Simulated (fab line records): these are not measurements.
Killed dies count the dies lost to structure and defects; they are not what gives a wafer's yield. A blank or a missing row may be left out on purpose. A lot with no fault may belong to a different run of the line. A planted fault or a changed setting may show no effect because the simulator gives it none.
Chamber matching -- flow nandHarc -- 4 sister chambers for NHARC_A_CONTACT_ETCH_75 on rieDiel-08
The step etches the open film in CF4, target depth 39 nm, time 65 s. 30 wafers are shown with their chamber, then 12 later ones without.

## WAFERS WITH THEIR CHAMBER
wafer,chamber,showerheadPlenumPTorr (Torr),drypumpMotorCurrentA (A),oesProductAu (a.u.)
L077.1,0,1.78,5.6,1.012
L077.4,2,1.75,6.1,1.012
L077.6,2,1.75,6.1,1.008
L078.2,2,1.75,6.0,1.016
L078.3,0,1.77,5.6,1.017
L078.6,2,1.75,6.0,1.003
L079.1,3,1.68,5.2,0.991
L079.3,2,1.75,6.0,1.006
L079.6,3,1.68,5.2,0.990
L081.2,1,1.71,6.6,1.001
L081.4,3,1.68,5.2,0.987
L081.5,1,1.71,6.6,1.004
L082.3,1,1.71,6.5,0.992
L082.5,0,1.77,5.6,1.009
L082.6,1,1.71,6.5,1.010
L083.1,3,1.68,5.2,0.989
L083.5,1,1.71,6.6,1.001
L083.6,0,1.77,5.6,1.011
L084.4,0,1.77,5.6,1.007
L084.5,0,1.77,5.6,1.013
L084.6,3,1.68,5.2,0.995
L086.1,1,1.71,6.6,0.991
L086.2,2,1.75,6.0,0.999
L086.4,3,1.68,5.2,0.997
L087.1,1,1.71,6.5,0.997
L087.4,3,1.68,5.2,0.992
L087.5,3,1.68,5.2,0.999
L089.3,2,1.75,6.0,1.000
L089.4,3,1.68,5.2,0.995
L089.5,0,1.77,5.6,1.013

SIGNATURES (means of the wafers above)
reading,chamber 0,chamber 1,chamber 2,chamber 3,scatter within a chamber
showerheadPlenumPTorr,1.7714,1.7100,1.7500,1.6800,0.00182
drypumpMotorCurrentA,5.600,6.557,6.029,5.200,0.0348
oesProductAu,1.01171,0.99943,1.00629,0.99278,0.00515
Rule: a wafer lies at a distance from a chamber equal to the root of the sum of squares, over the readings, of (its reading less the chamber's mean, divided by the reading's scatter). The wafer belongs to the nearest chamber; if the next one is less than 2 further off, it can't be placed. The scatter is the square root of a quotient: the sum, over the shown wafers, of each reading's squared deviation from its chamber's mean, divided by wafers minus chambers.

## WAFERS WHOSE CHAMBER IS MISSING
wafer,showerheadPlenumPTorr (Torr),drypumpMotorCurrentA (A),oesProductAu (a.u.)
L090.1,1.71,6.6,0.994
L090.5,1.75,6.1,1.000
L090.6,1.67,5.2,0.996
L091.1,1.71,6.6,0.993
L091.3,1.67,5.2,0.997
L091.4,1.75,6.0,0.996
L094.2,1.67,5.2,1.005
L094.3,1.71,6.6,1.000
L094.4,1.75,6.1,0.985
L096.1,1.75,6.1,0.995
L096.3,1.67,5.2,1.014
L096.4,1.77,5.6,0.997

## EACH ONE'S CHAMBER
wafer,from the rows above,in truth
L090.1,1,1
L090.5,2,2
L090.6,3,3
L091.1,1,1
L091.3,3,3
L091.4,2,2
L094.2,3,3
L094.3,1,1
L094.4,2,2
L096.1,2,2
L096.3,3,3
L096.4,0,0
12 of 12 placed correctly. From these rows, 0 cannot be placed. Wrongly placed: 0.
